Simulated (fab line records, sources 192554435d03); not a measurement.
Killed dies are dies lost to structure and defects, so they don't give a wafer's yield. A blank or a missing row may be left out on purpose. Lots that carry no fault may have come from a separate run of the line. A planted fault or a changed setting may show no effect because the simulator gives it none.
fab line records	flow n5-finfet	part 2 of 2: steps 4 to 6 of 6
[record] lots = 23	wafers = 69	last-day = 19
route steps=1938 shown BEOL_M4@1040
lots that met no fault: from a run of the same line without faults
start-h: start of the lot's first displayed wafer, in hours after the record's first day	wait-h: time in hours since the lot's previous step	" identical to the entry in the row above	L1.1+2: a single row standing in for several wafers	- no value, or no start given	* or withheld: withheld	< > ~ a bound
route shown NAME@n: a module of which the file shows steps, and the number in the route of the first	usual: the fault-free wafers' mean and standard deviation	same: alike in all rows	chamber/n: place in a boat	sites: readings site by site	_std_site: the values' standard deviation	_edge_site: outer sites' mean less inner sites'	radius-mm: how far each site lies from the wafer's centre	mask NAME#n: copy n	behind: the last tool/chamber to shape the wafer	hold: the reason the lot was held/the length of the hold in hours/how it ended	device: transistor that didn't switch, given as n, p or np	end of line: the tests these same wafers got at the end of their route	step lacking rows: just its recipe	killed: dies lost to structure and defects at the first sort, not the wafer's yield	map: a wafer's dies, x killed, . not, _ none there
set.NAME: the setting as run; set.NAME@STEP: as run at that earlier step	model.NAME: the simulator's own value behind a step, which no gauge read
a sample of lots followed through the steps of the route, with each step as a table and each wafer as a row
services: when a tool's chamber went out of use (start-h, in hours from the record's first day, below 0 if earlier), for how many hours, and the reason
[[steps]]
[step N5_BEOL_M4_ETCH_41]
[recipe] chemistry = CH3F/O2	target = SiCN	target-depth-a = 299	taper-deg = 2	time-s = 52.5	ion-energy-ev = 120	mask-material = TiN	pressure-mtorr = 30	source-w = 395	bias-w = 75	Ar_flow_sccm = 150	CH3F_flow_sccm = 30	O2_flow_sccm = 20
[usual] bias-w = 74.98/0.24	drypump-motor-current-A = 5.7/0.35	oes-product-au = 0.81/0.087	rf-vpp-V = 297.0/1.6	showerhead-plenum-p-Torr = 1.99/0.067	throttle-valve-pct = 16.17/0.15
lot.wafer	tool	chamber	start-h	wait-h	bias-w	drypump-motor-current-A	oes-product-au	rf-hours-counter-h	rf-vpp-V	showerhead-plenum-p-Torr	throttle-valve-pct
L074.2	rie-diel-06	3	-	-	75.13	6.2	0.69	223	294.9	1.89	16.41
L074.3	"	1	"	"	75.02	5.6	0.74	171	296.8	1.99	16.22
L074.5	"	3	"	"	75.30	6.2	0.69	-	295.7	1.89	16.41
L075.3	rie-diel-02	3	-	-	75.11	5.2	0.74	181	298.5	2.08	16.27
L075.5	"	1	"	"	74.90	5.8	0.92	-	296.2	1.96	16.02
L075.6	"	0	"	"	75.19	5.9	0.73	-	299.2	2.07	16.10
L076.2	rie-diel-01	2	-	-	74.97	5.8	0.88	48	296.6	1.95	15.88
L076.4	"	1	"	"	74.97	5.5	0.70	-	296.9	1.98	16.78
L076.5	"	2	"	"	74.98	5.8	0.88	-	295.8	1.95	15.86
L077.2	rie-diel-02	2	-	-	75.05	5.7	0.88	39	295.6	1.95	16.03
L077.4	"	0	"	"	74.77	5.9	0.71	177	299.4	2.07	16.11
L077.5	"	2	"	"	74.73	5.7	0.88	-	296.3	1.95	16.02
L079.3	rie-diel-06	3	-	-	74.53	6.1	0.69	233	294.9	1.89	16.44
L079.4	"	3	"	"	74.64	6.1	0.68	-	293.1	1.89	16.42
L079.6	"	0	"	"	75.64	5.3	0.83	-	299.8	2.12	16.23
L080.1	rie-diel-06	2	-	-	74.89	5.7	0.91	22	295.9	1.96	16.10
L080.3	"	1	"	"	75.26	5.5	0.73	176	298.2	1.99	16.22
L080.4	"	0	"	"	74.97	5.3	0.83	59	300.2	2.12	16.20
L081.1	rie-diel-06	2	-	-	74.77	5.7	0.89	26	297.0	1.96	16.11
L081.2	"	3	"	"	75.22	6.2	0.68	240	295.4	1.89	16.43
L081.5	"	3	"	"	74.96	6.1	0.68	-	296.1	1.89	16.45
L082.1	rie-diel-02	1	-	-	74.96	5.9	0.88	34	297.2	1.96	16.05
L082.3	"	3	"	"	74.61	5.2	0.72	202	299.3	2.07	16.29
L082.4	"	1	"	"	74.99	5.8	0.87	-	296.7	1.96	16.06
L083.1	rie-diel-06	3	-	-	75.05	6.2	0.68	245	294.1	1.89	16.46
L083.3	"	1	"	"	75.02	5.6	0.73	187	295.8	1.98	16.24
L083.6	"	1	"	"	75.34	5.6	0.72	-	296.6	1.98	16.23
L084.1	rie-diel-02	2	-	-	74.78	5.6	0.85	58	297.1	1.95	16.07
L084.3	"	1	"	"	74.99	5.8	0.88	38	295.4	1.95	16.08
L084.4	"	3	"	"	75.03	5.2	0.73	-	298.4	2.07	16.29
L087.3	rie-diel-01	3	-	-	75.03	6.4	0.90	39	295.9	1.96	16.13
L087.5	"	3	"	"	75.23	6.4	0.90	-	295.9	1.96	16.13
L087.6	"	2	"	"	74.71	5.8	0.83	-	296.7	1.94	15.95
L085.3	rie-diel-02	1	-	-	74.85	5.8	0.85	47	297.5	1.95	16.10
L085.4	"	0	"	"	75.01	5.9	0.70	195	299.3	2.07	16.13
L085.6	"	1	"	"	75.16	5.8	0.85	-	295.4	1.95	16.08
L086.1	rie-diel-01	0	-	-	75.33	5.1	0.92	28	296.1	1.95	16.14
L086.2	"	2	"	"	74.96	5.7	0.83	83	296.6	1.94	15.93
L086.6	"	3	"	"	74.85	6.4	0.89	-	297.8	1.96	16.14
L088.1	rie-diel-02	1	-	-	75.08	5.8	0.85	47	296.4	1.95	16.09
L088.3	"	3	"	"	75.15	5.2	0.72	215	299.5	2.07	16.31
L088.5	"	3	"	"	74.93	5.2	0.71	-	298.2	2.07	16.32
L090.1	rie-diel-02	1	-	-	74.42	5.8	0.85	48	296.5	1.95	16.10
L090.2	"	3	"	"	74.83	5.2	0.71	216	297.8	2.07	16.31
L090.4	"	0	"	"	74.87	5.9	0.71	196	299.2	2.07	16.13
L089.3	rie-diel-01	2	-	-	74.92	5.8	0.81	86	296.7	1.94	15.94
L089.5	"	3	"	"	74.93	6.4	0.88	-	295.9	1.96	16.15
L089.6	"	2	"	"	75.10	5.7	0.82	-	296.4	1.94	15.95
L092.1	rie-diel-01	1	-	-	75.10	5.5	0.94	6	295.0	1.97	16.39
L092.2	"	0	"	"	75.02	5.2	0.90	36	296.4	1.95	16.14
L092.6	"	3	"	"	75.29	6.4	0.88	-	296.4	1.96	16.15
L091.1	rie-diel-02	1	-	-	75.14	5.8	0.84	56	297.9	1.95	16.09
L091.2	"	0	"	"	74.71	5.9	0.70	204	299.5	2.06	16.15
L091.4	"	0	"	"	74.78	5.8	0.70	-	297.9	2.06	16.17
L093.1	rie-diel-06	3	-	-	74.62	6.2	0.98	8	299.6	2.13	15.99
L093.3	"	2	"	"	75.35	5.7	0.85	54	297.2	1.95	16.17
L093.6	"	0	"	"	74.91	5.3	0.79	-	300.6	2.11	16.26
L094.1	rie-diel-02	2	-	-	74.51	5.7	0.83	76	295.5	1.94	16.11
L094.3	"	0	"	"	75.55	5.9	0.70	206	297.6	2.06	16.16
L094.4	"	1	"	"	75.14	5.8	0.84	58	296.2	1.95	16.11
L095.1	rie-diel-01	3	-	-	75.22	6.4	0.87	51	294.8	1.96	16.16
L095.2	"	0	"	"	74.67	5.2	0.89	38	297.8	1.95	16.17
L095.5	"	3	"	"	75.03	6.4	0.88	-	297.5	1.96	16.18
L096.1	rie-diel-02	1	-	-	75.23	5.9	0.83	67	295.5	1.95	16.10
L096.5	"	2	"	"	75.04	5.7	0.82	-	295.4	1.94	16.11
L096.6	"	3	"	"	75.00	5.2	0.69	-	299.2	2.06	16.35
L097.2	rie-diel-02	0	-	-	75.28	5.9	0.69	215	298.5	2.06	16.17
L097.5	"	1	"	"	75.07	5.8	0.83	-	295.4	1.94	16.13
L097.6	"	0	"	"	75.29	5.9	0.69	-	299.7	2.06	16.18
[step N5_BEOL_M4_OCD_MEAS_38]
[usual] trench-depth-nm = 55.9/0.63
lot.wafer	tool	chamber	start-h	wait-h	trench-depth-nm
L074.2	ocd-02	-	157.54	-	55.1
L074.3	"	-	"	"	54.7
L074.5	"	-	"	"	54.5
L075.3	ocd-02	-	165.30	-	55.4
L075.5	"	-	"	"	55.7
L075.6	"	-	"	"	56.4
L076.2	ocd-01	-	165.50	-	56.3
L076.4	"	-	"	"	55.0
L076.5	"	-	"	"	55.5
L077.2	ocd-02	-	183.28	-	56.4
L077.4	"	-	"	"	55.4
L077.5	"	-	"	"	57.0
L079.3	ocd-01	-	187.95	-	54.6
L079.4	"	-	"	"	55.2
L079.6	"	-	"	"	56.3
L080.1	ocd-02	-	194.15	-	57.3
L080.3	"	-	"	"	55.1
L080.4	"	-	"	"	56.2
L081.1	ocd-01	-	208.87	-	56.3
L081.2	"	-	"	"	54.7
L081.5	"	-	"	"	55.2
L082.1	ocd-01	-	223.22	-	55.8
L082.3	"	-	"	"	55.4
L082.4	"	-	"	"	55.1
L083.1	ocd-02	-	226.62	-	56.2
L083.3	"	-	"	"	55.7
L083.6	"	-	"	"	55.2
L084.1	ocd-02	-	230.44	-	56.4
L084.3	"	-	"	"	55.7
L084.4	"	-	"	"	55.7
L087.3	ocd-02	-	251.74	-	56.1
L087.5	"	-	"	"	55.8
L087.6	"	-	"	"	55.2
L085.3	ocd-01	-	255.62	-	55.5
L085.4	"	-	"	"	55.8
L085.6	"	-	"	"	56.2
L086.1	ocd-01	-	255.72	-	56.5
L086.2	"	-	"	"	55.1
L086.6	"	-	"	"	55.5
L088.1	ocd-01	-	256.20	-	56.2
L088.3	"	-	"	"	55.5
L088.5	"	-	"	"	56.2
L090.1	ocd-02	-	258.88	-	56.1
L090.2	"	-	"	"	55.2
L090.4	"	-	"	"	55.5
L089.3	ocd-01	-	261.44	-	55.9
L089.5	"	-	"	"	56.8
L089.6	"	-	"	"	55.9
L092.1	ocd-02	-	280.77	-	55.3
L092.2	"	-	"	"	55.9
L092.6	"	-	"	"	56.6
L091.1	ocd-01	-	283.71	-	54.5
L091.2	"	-	"	"	55.3
L091.4	"	-	"	"	55.5
L093.1	ocd-01	-	284.26	-	56.6
L093.3	"	-	"	"	56.7
L093.6	"	-	"	"	56.5
L094.1	ocd-01	-	288.70	-	57.5
L094.3	"	-	"	"	55.7
L094.4	"	-	"	"	55.2
L095.1	ocd-01	-	289.19	-	56.4
L095.2	"	-	"	"	56.2
L095.5	"	-	"	"	56.0
L096.1	ocd-01	-	315.37	-	56.2
L096.5	"	-	"	"	57.1
L096.6	"	-	"	"	55.8
L097.2	ocd-01	-	318.17	-	55.2
L097.5	"	-	"	"	56.9
L097.6	"	-	"	"	55.6
[step N5_BEOL_M4_ALD_84]
[recipe] material = TaN	target-thk-a = *	temp-c = 275	ald-precursor-family = PDMAT	ald-co-reactant = NH3	pressure-torr = 3	carrier-flow-sccm = 1500	pulse-time-s = 2	purge-time-s = 3	co-reactant-purge-time-s = 2	co-reactant-pulse-time-s = 3	ald-cycles = 30	precursor-vessel-temp-c = 75	precursor-vessel-pressure-torr = 26.25	precursor-vessel-carrier-sccm = 1000
[usual] heater-power-w = 421/40	precursor-vessel-pressure-torr = 26.25/0.054	susceptor-temp-C = 275.00/0.2
lot.wafer	tool	chamber	start-h	wait-h	heater-power-w	precursor-vessel-pressure-torr	susceptor-temp-C
L074.2	ald-metal-03	1	158.37	0.1	392	26.23	274.82
L074.3	"	0	"	"	517	26.41	274.68
L074.5	"	3	"	"	456	26.15	274.90
L075.3	ald-metal-01	3	166.00	0.0	464	26.21	275.17
L075.5	"	1	"	"	392	26.21	274.84
L075.6	"	0	"	"	405	26.35	275.30
L076.2	ald-metal-03	3	166.17	0.0	469	26.30	275.02
L076.4	"	1	"	"	396	26.20	275.16
L076.5	"	0	"	"	504	26.27	274.57
L077.2	ald-metal-04	0	184.02	0.3	410	26.31	275.24
L077.4	"	3	"	"	433	26.28	275.06
L077.5	"	1	"	"	389	26.33	275.35
L079.3	ald-metal-03	0	188.65	0.0	511	26.25	274.77
L079.4	"	2	"	"	415	26.26	275.06
L079.6	"	0	"	"	502	26.23	275.14
L080.1	ald-metal-03	1	194.63	0.2	399	26.29	275.03
L080.3	"	0	"	"	522	26.22	275.19
L080.4	"	3	"	"	456	26.28	275.22
L081.1	ald-metal-03	0	209.35	0.0	503	26.21	274.94
L081.2	"	3	"	"	464	26.22	275.01
L081.5	"	2	"	"	412	26.21	274.62
L082.1	ald-metal-04	2	223.97	0.0	363	26.25	275.35
L082.3	"	3	"	"	431	26.27	275.10
L082.4	"	0	"	"	415	26.15	274.96
L083.1	ald-metal-04	0	227.57	0.3	405	26.19	274.85
L083.3	"	2	"	"	362	26.20	275.07
L083.6	"	1	"	"	394	26.25	275.20
L084.1	ald-metal-04	1	230.90	0.0	391	26.30	275.07
L084.3	"	3	"	"	421	26.27	274.99
L084.4	"	0	"	"	407	26.30	275.54
L087.3	ald-metal-03	0	252.58	0.0	503	26.24	275.15
L087.5	"	0	"	"	502	26.23	274.80
L087.6	"	3	"	"	460	26.22	274.85
L085.3	ald-metal-04	2	256.19	0.0	367	26.26	275.06
L085.4	"	2	"	"	368	26.22	275.07
L085.6	"	0	"	"	405	26.30	274.99
L086.1	ald-metal-01	1	256.26	0.0	409	26.24	274.67
L086.2	"	2	"	"	430	26.08	274.84
L086.6	"	2	"	"	421	26.20	275.03
L088.1	ald-metal-04	0	256.50	0.0	419	26.26	275.19
L088.3	"	2	"	"	366	26.32	275.31
L088.5	"	2	"	"	357	26.22	275.35
L090.1	ald-metal-03	3	259.32	0.0	459	26.26	275.00
L090.2	"	2	"	"	398	26.24	275.03
L090.4	"	0	"	"	497	26.16	275.00
L089.3	ald-metal-03	1	262.20	0.1	398	26.16	275.02
L089.5	"	3	"	"	450	26.22	275.45
L089.6	"	2	"	"	407	26.29	275.16
L092.1	ald-metal-03	1	281.30	0.3	386	26.23	275.24
L092.2	"	3	"	"	468	26.26	274.87
L092.6	"	2	"	"	407	26.28	274.65
L091.1	ald-metal-01	1	284.39	0.0	397	26.23	275.34
L091.2	"	2	"	"	429	26.24	275.03
L091.4	"	0	"	"	418	26.23	275.24
L093.1	ald-metal-01	0	284.59	0.0	407	26.15	275.26
L093.3	"	2	"	"	426	26.21	274.88
L093.6	"	1	"	"	404	26.33	275.10
L094.1	ald-metal-04	0	289.62	0.1	407	26.23	275.12
L094.3	"	2	"	"	356	26.19	275.13
L094.4	"	1	"	"	390	26.28	274.87
L095.1	ald-metal-03	0	290.30	0.0	496	26.31	274.87
L095.2	"	1	"	"	391	26.27	274.57
L095.5	"	3	"	"	459	26.19	274.99
L096.1	ald-metal-01	2	315.97	0.0	416	26.22	274.88
L096.5	"	3	"	"	453	26.27	274.79
L096.6	"	2	"	"	428	26.17	274.89
L097.2	ald-metal-04	0	318.93	0.1	410	26.30	275.03
L097.5	"	2	"	"	359	26.23	275.03
L097.6	"	1	"	"	390	26.31	274.85
[[services]]
tool	chamber	start-h	hours	kind
ald-metal-01	3	130.16	13.0	repair
ald-metal-03	2	153.72	2.4	repair
rie-diel-01	0	154.18	-	clean
rie-diel-01	0	154.18	-	consumable-replace:focus-ring
rie-diel-01	0	154.18	33.0	scheduled-down
rie-diel-01	0	154.18	33.0	vent-cycle
rie-diel-06	1	164.44	9.9	repair
ald-metal-01	-	168.85	0.6	repair
rie-diel-01	3	177.60	5.2	repair
ald-metal-01	2	178.30	7.8	repair
ald-metal-04	2	180.31	24.7	repair
rie-diel-06	1	183.55	8.8	repair
rie-diel-02	0	212.15	22.1	repair
rie-diel-06	3	215.95	2.9	repair
ald-metal-01	-	226.76	1.6	repair
ald-metal-04	0	231.02	17.6	repair
rie-diel-01	1	240.61	-	clean
ald-metal-04	3	252.16	58.9	repair
ald-metal-04	2	260.18	11.0	repair
ald-metal-03	1	268.49	1.4	repair
rie-diel-02	2	281.00	6.7	repair
ald-metal-03	-	295.89	8.7	pm
ald-metal-04	-	307.22	0.6	repair
rie-diel-01	2	307.95	1.8	repair
